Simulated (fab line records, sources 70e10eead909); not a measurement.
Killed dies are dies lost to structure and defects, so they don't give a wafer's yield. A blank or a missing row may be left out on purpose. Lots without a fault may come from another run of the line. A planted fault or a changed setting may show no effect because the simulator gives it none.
Chamber matching | flow nand_harc | NHARC_A_STAIRCASE_TRIM_20 on rie_diel-09: 4 sister chambers
The step chemistry O2, time 211.2 s. 24 wafers are shown with their chamber, then 12 later ones without.

WAFERS WITH THEIR CHAMBER
wafer  | chamber | drypump_motor_current_A (A) | showerhead_plenum_p_Torr (Torr) | oes_product_au (a.u.)
L078.2 | 2       | 5.6                         | 3.31                            | 0.981
L078.3 | 1       | 6.4                         | 3.74                            | 0.993
L078.6 | 2       | 5.6                         | 3.31                            | 0.989
L081.2 | 3       | 6.3                         | 3.76                            | 0.997
L081.3 | 2       | 5.6                         | 3.30                            | 0.994
L081.5 | 0       | 5.9                         | 3.76                            | 1.000
L082.1 | 3       | 6.3                         | 3.76                            | 0.996
L082.2 | 2       | 5.6                         | 3.30                            | 0.992
L082.4 | 1       | 6.3                         | 3.73                            | 0.990
L080.1 | 2       | 5.6                         | 3.30                            | 0.991
L080.3 | 3       | 6.3                         | 3.76                            | 0.981
L080.5 | 0       | 5.9                         | 3.76                            | 1.002
L086.1 | 1       | 6.3                         | 3.72                            | 0.996
L086.3 | 0       | 5.9                         | 3.75                            | 1.016
L086.5 | 2       | 5.6                         | 3.30                            | 0.987
L087.1 | 3       | 6.3                         | 3.75                            | 0.986
L087.4 | 2       | 5.6                         | 3.29                            | 0.985
L087.6 | 3       | 6.3                         | 3.75                            | 0.988
L088.1 | 0       | 5.9                         | 3.75                            | 1.001
L088.5 | 0       | 5.9                         | 3.75                            | 1.003
L088.6 | 3       | 6.3                         | 3.75                            | 1.002
L091.1 | 2       | 5.6                         | 3.29                            | 0.998
L091.3 | 1       | 6.3                         | 3.71                            | 0.987
L091.5 | 2       | 5.6                         | 3.29                            | 0.995

SIGNATURES (means of the wafers above)
reading                  | chamber 0 | chamber 1 | chamber 2 | chamber 3 | scatter within a chamber
drypump_motor_current_A  | 5.900     | 6.325     | 5.600     | 6.300     | 0.0194
showerhead_plenum_p_Torr | 3.7540    | 3.7250    | 3.2989    | 3.7550    | 0.00793
oes_product_au           | 1.00440   | 0.99150   | 0.99022   | 0.99167   | 0.00615
Rule: a wafer's distance from a chamber is the root of the sum, over the readings, of the square of ((its reading less the chamber's mean) divided by the reading's scatter). The wafer belongs to the nearest chamber; if the next one is less than 2 further off, it can't be placed. The scatter: the root of (the sum of the squares of (reading less its chamber's mean) over the shown wafers, divided by (wafers less chambers)).

WAFERS WITHOUT THEIR CHAMBER
wafer  | drypump_motor_current_A (A) | showerhead_plenum_p_Torr (Torr) | oes_product_au (a.u.)
L091.2 | 6.2                         | 3.74                            | 1.007
L091.4 | 5.9                         | 3.75                            | 1.004
L091.6 | 6.3                         | 3.74                            | 1.003
L093.3 | 6.3                         | 3.74                            | 1.003
L093.5 | 5.9                         | 3.74                            | 1.011
L093.6 | 6.3                         | 3.74                            | 0.998
L096.1 | 6.3                         | 3.74                            | 1.002
L096.3 | 5.6                         | 3.28                            | 0.996
L096.5 | 5.6                         | 3.28                            | 1.001
L097.1 | 5.6                         | 3.28                            | 0.998
L097.3 | 6.3                         | 3.73                            | 0.988
L097.6 | 6.3                         | 3.73                            | 0.997

WHICH CHAMBER EACH WENT THROUGH
wafer  | from the rows above     | in truth
L091.2 | can't be placed: 3 or 1 | 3
L091.4 | 0                       | 0
L091.6 | can't be placed: 3 or 1 | 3
L093.3 | can't be placed: 3 or 1 | 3
L093.5 | 0                       | 0
L093.6 | can't be placed: 3 or 1 | 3
L096.1 | can't be placed: 3 or 1 | 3
L096.3 | 2                       | 2
L096.5 | 2                       | 2
L097.1 | 2                       | 2
L097.3 | can't be placed: 1 or 3 | 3
L097.6 | can't be placed: 1 or 3 | 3
Placed correctly: 5 of 12. Can't be placed from these rows: 7 (the true chamber is among the candidates in 7). Placed wrongly: 0.
